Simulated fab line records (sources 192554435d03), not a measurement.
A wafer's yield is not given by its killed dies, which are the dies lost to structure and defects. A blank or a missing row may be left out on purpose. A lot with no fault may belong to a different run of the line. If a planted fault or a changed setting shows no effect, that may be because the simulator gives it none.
A struck lot beside a sound one || flow n5Finfet || 15 steps out of a route of 1938
Sound: these wafers, L909.1, L909.2, L909.6. Struck: wafer L921.1 (L921.2, L921.4, from the same lot, were not struck and are left out); the cause is given at the end.
Each step with rows lists, per side, the tool, then ch with its chambers, then its first start. Under that, the readings that differ: sound wafers || struck wafers || difference of the means || sigmas: that difference in standard deviations of wafers without a fault.
alike: a reading whose means differ by less than 2 such deviations, as well as words and numbers matching on both sides. not compared: withheld readings; readings where some wafer has no value; bounds like >300 that might hide an equal value; numbers whose values overlap and for which the record gives no deviation.
The two part at a step that has a row with sigmas, a row that says differs or no value, or rows on one side only. Numbers that have no deviation but don't overlap get no sigmas and don't part them. Lack of a reading on every wafer of one side parts them only where that side has two or more wafers.

N5_BEOL_M6_OVL_MEAS_29:
  sound on overlay-02 ch 0, day 13 03:07; struck on overlay-01 ch 0, day 15 07:47
  alike: V5_OVL
N5_BEOL_M6_INSPECT_30: inspects for defects (brightfield).
  sound on defectInspect-02, day 13 03:10; struck on defectInspect-02, day 15 07:50
  alike: rawDefectCount
then, 2 steps without rows for these wafers: N5_BEOL_M6_DESCUM_33 (chemistry O2, time 7 s); N5_BEOL_M6_ETCH_72 (etches underlayer in N2/H2, target depth 6.5 nm, time 5.2 s).
N5_BEOL_M6_ETCH_65: etches SiARC in CF4, target depth 15.6 nm, time 26 s.
  sound on rieDiel-01 ch 0,2,3, day 13 03:15; struck on rieDiel-01 ch 0, day 15 07:59
  alike: chamberPressureMTorr, drypumpMotorCurrentA, etchRfOnTimeS, oesProductAu, rfFwdPowerW, rfVppV, showerheadPlenumPTorr, throttleValvePct
  not compared: rfHoursCounterH
N5_BEOL_M6_ETCH_66: etches SOC in N2/H2, target depth 80 nm, overetch 16 nm, time 120 s.
  sound on rieDiel-01 ch 0,2,3, day 13 03:17; struck on rieDiel-01 ch 0, day 15 08:01
  alike: chamberPressureMTorr, drypumpMotorCurrentA, oesProductAu, rfFwdPowerW, rfVppV, showerheadPlenumPTorr, throttleValvePct
  not compared: rfHoursCounterH
then, 2 steps without rows for these wafers: N5_BEOL_M6_STRIP_69 (strips in N2/H2); N5_BEOL_M6_STRIP_73 (strips in N2/H2).
N5_BEOL_M6_VIA_ETCH_34: etches SiCOH lowk in C4F6/O2, target depth 126.3 nm, time 50.9 s.
  sound on rieDiel-01 ch 0,2,3, day 13 03:23; struck on rieDiel-01 ch 0, day 15 08:07
  alike: C4F6_flow_sccm, chamberPressureMTorr, drypumpMotorCurrentA, oesProductAu, rfFwdPowerW, rfVppV, showerheadPlenumPTorr, throttleValvePct
  not compared: rfHoursCounterH
then, 2 steps without rows for these wafers: N5_BEOL_M6_STRIP_76 (strips in C4F6/O2); N5_BEOL_M6_STRIP_36 (strips in N2/H2).
N5_BEOL_M6_TRENCH_ETCH_37: etches SiCOH lowk in C4F6/O2, target depth 94.435 nm, time 31.5 s.
  sound on rieDiel-01 ch 0,2,3; struck on rieDiel-01 ch 0
{"reading": "rfFwdPowerW (W)", "sound": "339.2 335.3 341.5", "struck": 342.3, "difference": "+3.6", "sigmas": "+2"}
  alike: C4F6_flow_sccm, chamberPressureMTorr, drypumpMotorCurrentA, oesProductAu, rfVppV, showerheadPlenumPTorr, throttleValvePct
  not compared: rfHoursCounterH
N5_BEOL_M6_ETCH_41: etches SiCN in CH3F/O2, target depth 29.7 nm, time 52 s.
  sound on rieDiel-01 ch 0,2,3, day 13 03:31; struck on rieDiel-01 ch 0, day 15 08:14
{"reading": "oesProductAu (a.u.)", "sound": "0.70 0.69 0.78", "struck": 0.98, "difference": "+0.26", "sigmas": "+4"}
{"reading": "model.etch.depthNm (nm)", "sound": "19.67 19.13 19.42", "struck": 28.79, "difference": "+9.38", "sigmas": ""}
  alike: chamberPressureMTorr, drypumpMotorCurrentA, rfFwdPowerW, rfVppV, showerheadPlenumPTorr, throttleValvePct
  not compared: rfHoursCounterH
N5_BEOL_M6_STRIP_80: strips in N2/H2, time 10 s.
  sound on rieDiel-01 ch 0,2,3; struck on rieDiel-01 ch 0
  alike: chamberPressureMTorr, drypumpMotorCurrentA, oesProductAu, rfVppV, showerheadPlenumPTorr, throttleValvePct
  not compared: rfHoursCounterH
-- record jumps: 4 days separate the struck wafers' starts on either side; left off in module BEOL_M6, taken up again in module PASSIVATION, whose first shown step is the route's number 1936 --
N5_PASSIVATION_PROBE_49:
  rows exist in the record for the struck wafers here (prober-01, day 19 01:26), but not for the sound ones

WHERE THEY PART
Earliest at N5_BEOL_M6_TRENCH_ETCH_37; latest, in this record, at N5_PASSIVATION_PROBE_49.

WHY: what the simulator had put in
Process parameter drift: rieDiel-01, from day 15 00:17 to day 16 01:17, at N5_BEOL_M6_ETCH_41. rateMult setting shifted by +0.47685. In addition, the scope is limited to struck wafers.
